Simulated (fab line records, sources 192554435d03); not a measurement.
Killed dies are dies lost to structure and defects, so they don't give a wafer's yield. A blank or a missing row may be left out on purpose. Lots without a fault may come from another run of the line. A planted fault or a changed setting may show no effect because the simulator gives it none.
Split-lot experiment | flow n5_finfet | 7 lots, 21 wafers read, on a route of 1938 steps

THE SPLIT
At N5_BEOL_M1_VIA_ETCH_34 (etches the open film in C4F6/O2, target depth 67.8 nm, time 64.4 s), the setting bias_w was moved away from the recipe's 170 W on 4 of the 21 wafers read, by +12.8% to +16.8%. The other wafers ran this setting at the recipe's value.

The reading is taken at the split's own step.

THE READING
rf_vpp_V, in V, at N5_BEOL_M1_VIA_ETCH_34 (etches the open film in C4F6/O2, target depth 67.8 nm, time 64.4 s). Fault-free wafers of this fab line usually give 665 V, standard deviation 14 V.

wafer  | tool, chamber at the split | bias_w as run, W | against the recipe | rf_vpp_V, V | against lot-mates on the recipe
L075.1 | rie_diel-03, 0             | 170              | recipe             | 681         | -
L075.3 | rie_diel-03, 3             | 170              | recipe             | 653         | -
L075.6 | rie_diel-03, 0             | 170              | recipe             | 681         | -
L079.2 | rie_diel-05, 2             | 191.7            | +12.8%             | 725         | +48
L079.3 | rie_diel-05, 3             | 191.7            | +12.8%             | 744         | +67
L079.5 | rie_diel-05, 3             | 170              | recipe             | 677         | -
L082.1 | rie_diel-05, 1             | 170              | recipe             | 681         | -
L082.2 | rie_diel-05, 0             | 170              | recipe             | 650         | -
L082.5 | rie_diel-05, 2             | 170              | recipe             | 658         | -
L083.2 | rie_diel-06, 1             | 170              | recipe             | 667         | -
L083.3 | rie_diel-06, 2             | 170              | recipe             | 651         | -
L083.4 | rie_diel-06, 0             | 170              | recipe             | 672         | -
L086.2 | rie_diel-06, 1             | 170              | recipe             | 668         | -
L086.5 | rie_diel-06, 3             | 170              | recipe             | 681         | -
L086.6 | rie_diel-06, 0             | 170              | recipe             | 671         | -
L092.2 | rie_diel-05, 2             | 170              | recipe             | 658         | -
L092.5 | rie_diel-05, 0             | 198.5            | +16.8%             | 735         | +77
L092.6 | rie_diel-05, 3             | 198.5            | +16.8%             | 765         | +107
L097.2 | rie_diel-03, 3             | 170              | recipe             | 654         | -
L097.4 | rie_diel-03, 0             | 170              | recipe             | 680         | -
L097.5 | rie_diel-03, 2             | 170              | recipe             | 670         | -

THE FIT
A straight line over all 21 wafers: rf_vpp_V changes by +5.01 V for each +1% of bias_w; r = +0.93; the points scatter about the line by 12 V.
The same after taking each lot's own level away (the mean of its wafers on the recipe; 21 wafers): +5.14 V for each +1%; r = +0.94; scatter 12 V.
On that fit, the largest move of bias_w shifts the reading by 86 V.
The lots' own levels span 658.0 to 677.0 V, that is 1.4 times the standard deviation above.
So the lot-to-lot level changes the slope little: the two slopes agree.
Check: with one of the wafers moved furthest among these (+16.8%) left out of the fit, the line predicts +90.1 V for it against its lot-mates. It came out at +77 V against them.
Tool readings at the split's step, against how far the setting was moved: rf_vpp_V r = +0.93.

OTHER SPLITS ON THESE WAFERS
These wafers also went through other splits before the reading. Each is held against what the fit with the lots' levels taken away leaves over:
other split on the same wafers            | wafers away from the commonest value | r with rf_vpp_V (lot level and that fit taken away)
N5_HKMG_FIN_COAT_43 spin_rpm              | 4                                    | -0.18
N5_MOL_CONTACT_COAG_ETCH_15 source_w      | 7                                    | -0.14
N5_MOL_CONTACT_COAG_ETCH_110 bias_w       | 3                                    | -0.17
N5_MOL_CONTACT_COAG_COAT_62 spin_rpm      | 3                                    | -0.19
N5_MOL_CONTACT_COAG_EXPOSE_37 dose_mj     | 6                                    | -0.14
N5_BEOL_M0_TRENCH_ETCH_107 target_depth_a | 7                                    | +0.00

THE FILE'S OWN FIT
rf_vpp_V changes by +5.12 V for each +1% of bias_w, r = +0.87.
